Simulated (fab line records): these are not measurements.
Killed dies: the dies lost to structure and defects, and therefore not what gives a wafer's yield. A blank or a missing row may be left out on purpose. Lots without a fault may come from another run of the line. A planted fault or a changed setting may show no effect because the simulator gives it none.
Chamber matching || flow n5Finfet || pecvd-04 running N5_BEOL_M0_SAQP_PECVD_03: 3 sister chambers
The step deposits SiCN from 3MS/NH3, target thk 12 nm, time 21.1 s. 6 wafers are shown with their chamber, then 12 later ones without.

## EACH WAFER AND ITS CHAMBER
{"wafer": "L088.1", "chamber": 2, "showerheadPlenumPTorr (Torr)": 3.666, "throttleValvePct (%)": 9.0}
{"wafer": "L090.4", "chamber": 2, "showerheadPlenumPTorr (Torr)": 3.668, "throttleValvePct (%)": 9.1}
{"wafer": "L090.5", "chamber": 0, "showerheadPlenumPTorr (Torr)": 3.662, "throttleValvePct (%)": 8.8}
{"wafer": "L091.3", "chamber": 1, "showerheadPlenumPTorr (Torr)": 3.692, "throttleValvePct (%)": 9.4}
{"wafer": "L091.4", "chamber": 0, "showerheadPlenumPTorr (Torr)": 3.655, "throttleValvePct (%)": 8.8}
{"wafer": "L091.5", "chamber": 1, "showerheadPlenumPTorr (Torr)": 3.690, "throttleValvePct (%)": 9.5}

## WAFERS WITHOUT THEIR CHAMBER
{"wafer": "L093.3", "showerheadPlenumPTorr (Torr)": 3.705, "throttleValvePct (%)": 9.3}
{"wafer": "L093.5", "showerheadPlenumPTorr (Torr)": 3.688, "throttleValvePct (%)": 9.7}
{"wafer": "L093.6", "showerheadPlenumPTorr (Torr)": 3.655, "throttleValvePct (%)": 8.7}
{"wafer": "L094.1", "showerheadPlenumPTorr (Torr)": 3.656, "throttleValvePct (%)": 8.9}
{"wafer": "L094.2", "showerheadPlenumPTorr (Torr)": 3.666, "throttleValvePct (%)": 8.8}
{"wafer": "L094.4", "showerheadPlenumPTorr (Torr)": 3.661, "throttleValvePct (%)": 8.8}
{"wafer": "L096.1", "showerheadPlenumPTorr (Torr)": 3.690, "throttleValvePct (%)": 9.6}
{"wafer": "L096.2", "showerheadPlenumPTorr (Torr)": 3.658, "throttleValvePct (%)": 8.6}
{"wafer": "L096.3", "showerheadPlenumPTorr (Torr)": 3.668, "throttleValvePct (%)": 9.0}
{"wafer": "L097.2", "showerheadPlenumPTorr (Torr)": 3.660, "throttleValvePct (%)": 8.9}
{"wafer": "L097.4", "showerheadPlenumPTorr (Torr)": 3.659, "throttleValvePct (%)": 8.7}
{"wafer": "L097.6", "showerheadPlenumPTorr (Torr)": 3.696, "throttleValvePct (%)": 9.2}

## EACH ONE'S CHAMBER
{"wafer": "L093.3", "from the rows above": 1, "in truth": 1}
{"wafer": "L093.5", "from the rows above": 1, "in truth": 1}
{"wafer": "L093.6", "from the rows above": 0, "in truth": 0}
{"wafer": "L094.1", "from the rows above": 0, "in truth": 0}
{"wafer": "L094.2", "from the rows above": "can't be placed: 0 or 2", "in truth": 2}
{"wafer": "L094.4", "from the rows above": 0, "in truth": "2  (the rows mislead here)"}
{"wafer": "L096.1", "from the rows above": 1, "in truth": 1}
{"wafer": "L096.2", "from the rows above": 0, "in truth": 0}
{"wafer": "L096.3", "from the rows above": 2, "in truth": 2}
{"wafer": "L097.2", "from the rows above": "can't be placed: 0 or 2", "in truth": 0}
{"wafer": "L097.4", "from the rows above": 0, "in truth": 0}
{"wafer": "L097.6", "from the rows above": 1, "in truth": 1}
9 of 12 placed correctly. These rows do not allow placing 2 (true chamber among the candidates in 2). Placed wrongly: 1.
How it was worked out, from the rows above alone: a wafer's distance from a chamber is the root of the sum, over the readings, of the square of ((its reading less the chamber's mean) divided by the reading's scatter). The wafer belongs to the nearest chamber; if the next one is less than 2 further off, it can't be placed. For every chamber, the mean is computed from those of its wafers that are shown. The scatter is the square root of a quotient: the sum, over the shown wafers, of each reading's squared deviation from its chamber's mean, divided by wafers minus chambers.
